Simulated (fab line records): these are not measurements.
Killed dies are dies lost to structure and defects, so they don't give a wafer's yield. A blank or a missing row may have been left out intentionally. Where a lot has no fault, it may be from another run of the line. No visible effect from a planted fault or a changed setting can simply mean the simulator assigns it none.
A single fault, viewed from 2 desks    flow nandHarc    only its own numbers are on each desk; what lay behind them is given at the end

METROLOGY DESK
What the gauges read for every lot (on any tool): the sampled wafers with a number, averaged. Any lot whose mean is over 4 standard deviations away from the usual mean is out of limits and marked OUT; that distance is given in the brackets.
Columns: A = overlayXNm at NHARC_A_M1_OVL_MEAS_10, usual 0.2 nm; B = overlayYNm at NHARC_A_M1_OVL_MEAS_10, usual -0.1 nm
lot   first seen here  A     B
L526  day 23 13:11     0.1   -0.7
L528  day 23 17:54     -0.3  -1.8
L529  day 24 03:10     0.9   -0.9
L531  day 25 00:20     0.7   0.8
L532  day 25 16:44     1.5   0.2
L534  day 27 01:36     1.6   -0.4
L535  day 27 06:22     0.9   -0.3
L536  day 27 12:02     -1.0  0.6
L537  day 27 16:11     -0.2  0.6
L539  day 28 14:37     -0.2  -0.5
L538  day 28 23:23     0.4   -0.8
L547  day 31 17:02     -0.1  0.3
L548  day 32 14:09     0.0   -0.2
This desk's verdict: no lot among the 13 shows anything out of limits.

AT THE TOOL OWNER'S DESK: lithoTrack-06
The tool's own readings at NHARC_A_M1_SOFTBAKE_04 (time 55 s): means of the sampled wafers that have a number, for each lot that ran on this tool. Any lot whose mean is over 4 standard deviations away from the usual mean is out of limits and marked OUT; that distance is given in the brackets.
Columns: A = heaterPowerTotalW at NHARC_A_M1_SOFTBAKE_04, usual 188.47 W; B = plateTempC at NHARC_A_M1_SOFTBAKE_04, usual 105.02 C
lot   first seen here  A                 B
L529  day 24 02:00     188.39            105.00
L531  day 24 23:00     188.41            104.83
L532  day 25 16:00     188.40            105.13
L535  day 27 05:00     188.44            104.87
L537  day 27 15:00     188.42            104.81
L539  day 28 14:00     184.05 (-32) OUT  103.15 (-14) OUT
L538  day 28 22:00     184.01 (-32) OUT  103.16 (-14) OUT
Finding of this desk: L538, L539 out of limits; the first was L539 at day 28 14:00, on heaterPowerTotalW at NHARC_A_M1_SOFTBAKE_04. Within limits: L529, L531, L532, L535, L537.

TAKEN TOGETHER
An alarm could have come from the tool owner's desk at day 28 14:00, on L538, L539.
At the metrology desk, nothing out of limits was observed.
The metrology desk has L538, L539 on record, within its limits.
NHARC_A_M1_SOFTBAKE_04 was run on lithoTrack-06 by each of the lots named.

WHAT HAD BEEN PUT IN BY THE SIMULATOR
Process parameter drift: lithoTrack-06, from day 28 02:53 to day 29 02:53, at NHARC_A_M1_SOFTBAKE_04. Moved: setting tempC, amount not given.
Struck lots among those shown: L538, L539.
How many hours passed from the start of the fault until each desk's first out-of-limits reading: the tool owner's desk, 11.
